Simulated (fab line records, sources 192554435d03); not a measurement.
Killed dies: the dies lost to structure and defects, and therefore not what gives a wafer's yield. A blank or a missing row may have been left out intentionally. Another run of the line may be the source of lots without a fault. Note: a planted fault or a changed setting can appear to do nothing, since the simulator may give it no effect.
The same fault as seen by 2 desks -- flow n5_finfet -- numbers are kept per desk, each desk with only its own; the story behind them comes last

## THE METROLOGY DESK
What the gauges read for every lot (on any tool): the sampled wafers with a number, averaged. Marked OUT: a lot whose mean sits more than 4 standard deviations from the usual mean, which makes it out of limits; the brackets give that distance. Shown here are 7 of its 11 readings, the ones lying furthest out on some lot.
Columns: A = M2_ILD_THK at N5_BEOL_M2_THK_MEAS_01, usual 78.9 nm; B = DIBL_N at N5_BEOL_M4_RC_MEAS_101, usual 36.5 mV/V; C = DIBL_P at N5_BEOL_M4_RC_MEAS_101, usual 36.9 mV/V; D = ION_P at N5_BEOL_M4_RC_MEAS_101, usual 462 uA/um; E = SS_N at N5_BEOL_M4_RC_MEAS_101, usual 71.6 mV/dec; F = SS_P at N5_BEOL_M4_RC_MEAS_101, usual 73.4 mV/dec; G = VT_P at N5_BEOL_M4_RC_MEAS_101, usual -250 mV
lot,first seen here,A,B,C,D,E,F,G
L842,day 6 19:46,78.5,37.5,37.0,479,71.8,73.6,-245
L844,day 7 12:04,78.5,36.9,35.7,469,71.8,72.8,-243
L846,day 7 20:40,78.1,37.1,37.2,464,71.3,74.2,-251
L845,day 8 01:14,78.9,38.0,39.1,461,71.8,73.8,-251
L855,day 10 01:29,76.6,37.2,38.0,465,71.5,74.1,-249
L857,day 10 20:01,77.4,37.1,39.1,466,72.0,73.6,-248
L860,day 11 04:55,78.4,35.8,37.2,453,71.2,73.9,-255
L861,day 11 12:38,78.1,33.2,33.4,462,70.2,72.3,-253
L862,day 12 10:04,78.6,36.6,35.5,458,71.7,73.1,-250
Result from this desk: across the 9 lots, nothing is out of limits.

## AT THE TOOL OWNER'S DESK: pecvd-03
The tool's own readings at N5_BEOL_M2_ILD_DEP_00 (deposits SiOC from DEMS/O2, target thk 79 nm, time 15.3 s): means of the sampled wafers that have a number, for each lot that ran on this tool. Marked OUT: a lot whose mean sits more than 4 standard deviations from the usual mean, which makes it out of limits; the brackets give that distance.
Columns: A = heater_power_outer_w at N5_BEOL_M2_ILD_DEP_00, usual 265 W; B = heater_power_w at N5_BEOL_M2_ILD_DEP_00, usual 494 W; C = showerhead_plenum_p_Torr at N5_BEOL_M2_ILD_DEP_00, usual 5.694 Torr; D = throttle_valve_pct at N5_BEOL_M2_ILD_DEP_00, usual 11.9 %
lot,first seen here,A,B,C,D
L844,day 7 12:00,326,626,5.701,11.1
L846,day 7 20:36,345,644,5.703,11.3
L845,day 8 01:10,283,531,5.704,12.0
L855,day 10 01:24,259,547,5.713,11.4
L857,day 10 19:56,271,535,5.717,12.2
Result from this desk: across the 5 lots, nothing is out of limits.

## PUT TOGETHER
From the metrology desk's view, nothing was out of limits.
The tool owner's desk saw nothing out of limits.

## WHAT WAS PUT IN BY THE SIMULATOR
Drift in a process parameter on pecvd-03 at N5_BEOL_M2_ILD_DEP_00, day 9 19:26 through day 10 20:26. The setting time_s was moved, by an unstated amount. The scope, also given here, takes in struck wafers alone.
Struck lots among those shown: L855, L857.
